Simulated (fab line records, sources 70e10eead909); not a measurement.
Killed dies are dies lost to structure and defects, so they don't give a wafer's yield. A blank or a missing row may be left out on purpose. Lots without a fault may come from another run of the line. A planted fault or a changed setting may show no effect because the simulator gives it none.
Which tool did it? | flow nand_harc | 6 lots, 18 wafers sampled, at 5 steps of a route of 1302

WHAT THE GAUGES READ, wafer by wafer
NHARC_A_ONON_D2_THK_MEAS_11: measures by ellipsometry.
lot  | measured     | on            | thk_nm (nm)
L733 | day 13 23:02 | film_metro-02 | 1011 1011 1011
L735 | day 14 21:49 | film_metro-02 | 985 984 986
L736 | day 15 19:01 | film_metro-02 | 1000 1001 1002
L742 | day 18 11:08 | film_metro-02 | 1007 1006 1005
L747 | day 19 21:58 | film_metro-01 | 545 543 545
L751 | day 21 08:48 | film_metro-02 | 1013 1014 1013

WHICH TOOL RAN EACH LOT (tool, then ch and the chambers of the sampled wafers, then the start)
lot  | NHARC_A_CHANNEL_HOLE_D1_ETCH_26  | NHARC_A_CHANNEL_FILL_D1_ALD_15                 | NHARC_A_CHANNEL_FILL_D1_ETCHBACK_20 | NHARC_A_ONON_D2_DEP_09
L733 | har_etch-02 ch 0,1, day 10 04:10 | ald_sin_batch-02 ch 0, day 11 04:41 or earlier | rie_diel-11 ch 0,1, day 11 04:41    | pecvd_onon-04 ch 0, day 13 22:35
L735 | har_etch-01 ch 0,1, day 11 04:02 | ald_sin_batch-01 ch 0, day 12 06:08 or earlier | rie_diel-06 ch 0,2,3, day 12 06:08  | pecvd_onon-01 ch 0, day 14 21:28
L736 | har_etch-01 ch 0,1, day 12 04:40 | ald_sin_batch-01 ch 0, day 13 05:46 or earlier | rie_diel-06 ch 1,2,3, day 13 05:46  | pecvd_onon-01 ch 0, day 15 18:31
L742 | har_etch-01 ch 0,1, day 14 14:04 | ald_sin_batch-01 ch 0, day 15 16:13 or earlier | rie_diel-06 ch 0,1,2, day 15 16:13  | pecvd_onon-02 ch 0, day 18 10:37
L747 | har_etch-01 ch 0,1, day 15 22:52 | ald_sin_batch-03 ch 0, day 17 04:10 or earlier | rie_diel-07 ch 1,2, day 17 04:10    | pecvd_onon-02 ch 0, day 19 21:30
L751 | har_etch-01 ch 0,1, day 17 22:09 | ald_sin_batch-02 ch 0, day 18 22:22 or earlier | rie_diel-07 ch 0,2, day 18 22:22    | pecvd_onon-04 ch 0, day 21 08:17
- NHARC_A_CHANNEL_HOLE_D1_ETCH_26: etches the open film in C4F8/O2/Ar, time 224.1 s, target depth 300 nm.
- NHARC_A_CHANNEL_FILL_D1_ALD_15: deposits SiNx, target thk 2 nm, pulse time 60 s, ald cycles 19.
- NHARC_A_CHANNEL_FILL_D1_ETCHBACK_20: etches the open film in C4F8/O2/Ar, target depth 27 nm, time 13.5 s.
- NHARC_A_ONON_D2_DEP_09: target thk 1000 nm.

THE ANSWER, worked out from the rows above alone
Rule: what is usual is taken from the lots themselves. Put in order of their means at a reading, lots are off if they are a third of the lots or fewer, leave a main group of 4 or more, and stand apart from it by a gap of 3 or more times the standard deviation of the main group's means; of several such gaps the widest counts. A main group whose means are all the same, to the digits that the tables above print for the reading, isn't used. A lot without any number at a reading at which 4 lots or more have one is off too. The other lots that the step has rows for count as sound.
Off: L747, at NHARC_A_ONON_D2_THK_MEAS_11 (thk_nm). The main group: mean 1003 nm, standard deviation 10.
A tool fits if, at a process step before that reading, it ran every lot that is off, and no sound lot after the first of them. The gauges at NHARC_A_ONON_D2_THK_MEAS_11 are tried like those tools. NHARC_A_CHANNEL_FILL_D1_ALD_15 gives no start for some lots, so the hours and the order of its lots are those of NHARC_A_CHANNEL_FILL_D1_ETCHBACK_20. Can't be told from this: 3 tools fit, ald_sin_batch-03 at NHARC_A_CHANNEL_FILL_D1_ALD_15, pecvd_onon-02 at NHARC_A_ONON_D2_DEP_09, film_metro-01 at NHARC_A_ONON_D2_THK_MEAS_11.

WHAT THE SIMULATOR HAD PUT IN
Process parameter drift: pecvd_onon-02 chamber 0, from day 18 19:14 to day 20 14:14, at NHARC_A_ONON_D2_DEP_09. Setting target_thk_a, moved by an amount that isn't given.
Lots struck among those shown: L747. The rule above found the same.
